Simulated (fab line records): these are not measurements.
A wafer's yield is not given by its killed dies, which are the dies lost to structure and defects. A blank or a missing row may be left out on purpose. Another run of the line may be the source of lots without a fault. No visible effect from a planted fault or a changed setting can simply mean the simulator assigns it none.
Which tool is to blame? + flow n5Finfet + 24 lots, 72 wafers sampled, at 1 step of a route of 1938

WHAT EACH GAUGE READ, for each wafer
N5_BEOL_M5_INSPECT_30: inspects for defects (brightfield).
| lot  | measured     | on               | rawDefectCount |
|------|--------------|------------------|----------------|
| L075 | day 10 18:35 | defectInspect-02 | 475 465 402    |
| L074 | day 10 23:11 | defectInspect-01 | 501 406 377    |
| L076 | day 11 14:24 | defectInspect-01 | 391 325 390    |
| L077 | day 11 21:28 | defectInspect-01 | 404 384 305    |
| L080 | day 12 06:10 | defectInspect-01 | 408 371 409    |
| L081 | day 12 06:15 | defectInspect-01 | 353 468 350    |
| L079 | day 12 15:35 | defectInspect-01 | 284 318 457    |
| L078 | day 12 21:51 | defectInspect-01 | 672 486 601    |
| L083 | day 13 03:25 | defectInspect-01 | 478 412 415    |
| L082 | day 13 03:34 | defectInspect-02 | 445 407 444    |
| L085 | day 13 10:52 | defectInspect-02 | 273 298 362    |
| L086 | day 13 16:55 | defectInspect-01 | 299 280 304    |
| L084 | day 14 04:02 | defectInspect-01 | 294 385 410    |
| L088 | day 14 10:14 | defectInspect-02 | 571 526 602    |
| L089 | day 14 13:27 | defectInspect-02 | 316 379 481    |
| L087 | day 14 16:28 | defectInspect-02 | 322 482 337    |
| L091 | day 14 19:22 | defectInspect-02 | 318 288 373    |
| L090 | day 15 13:46 | defectInspect-01 | 350 417 366    |
| L094 | day 15 20:31 | defectInspect-01 | 452 464 288    |
| L093 | day 15 20:41 | defectInspect-01 | 291 322 326    |
| L092 | day 15 22:41 | defectInspect-02 | 602 431 400    |
| L096 | day 16 18:26 | defectInspect-01 | 298 327 338    |
| L097 | day 16 20:23 | defectInspect-02 | 541 476 338    |
| L095 | day 17 23:23 | defectInspect-01 | 462 366 326    |

WHICH TOOL RAN EACH LOT (tool, then ch and the chambers of the sampled wafers, then the start)
Record: no process step prior to these readings.

WHAT THE TOOLS THEMSELVES READ (means of the sampled wafers that have a number; where no wafer has one, the mark that the record gives instead)
The record holds no such reading with a usual standard deviation.

THE ANSWER, worked out from the rows above alone
Rule: usual is defined by the lots themselves. The widest of any qualifying gaps counts: lots, ordered by their means at a reading, are off when they make up no more than a third of the lots, leave a main group of 4 or more, and stand apart from it by 3 or more times the standard deviation of that group's means. Not used: any main group whose means are identical at the precision the tables above print for the reading. Also off: a lot with no number at a reading for which 4 or more lots have one. The other lots that the step has rows for count as sound. Order of review: gauges by route order, followed by the tools' own readings, for which a lot's mean as printed above is used. The first step at which some lot is off is used, and at that step the reading that is off furthest; a lot without a number counts as furthest.
No lot is off at any reading shown: from this, nothing can be told.

WHAT THE SIMULATOR HAD INSERTED
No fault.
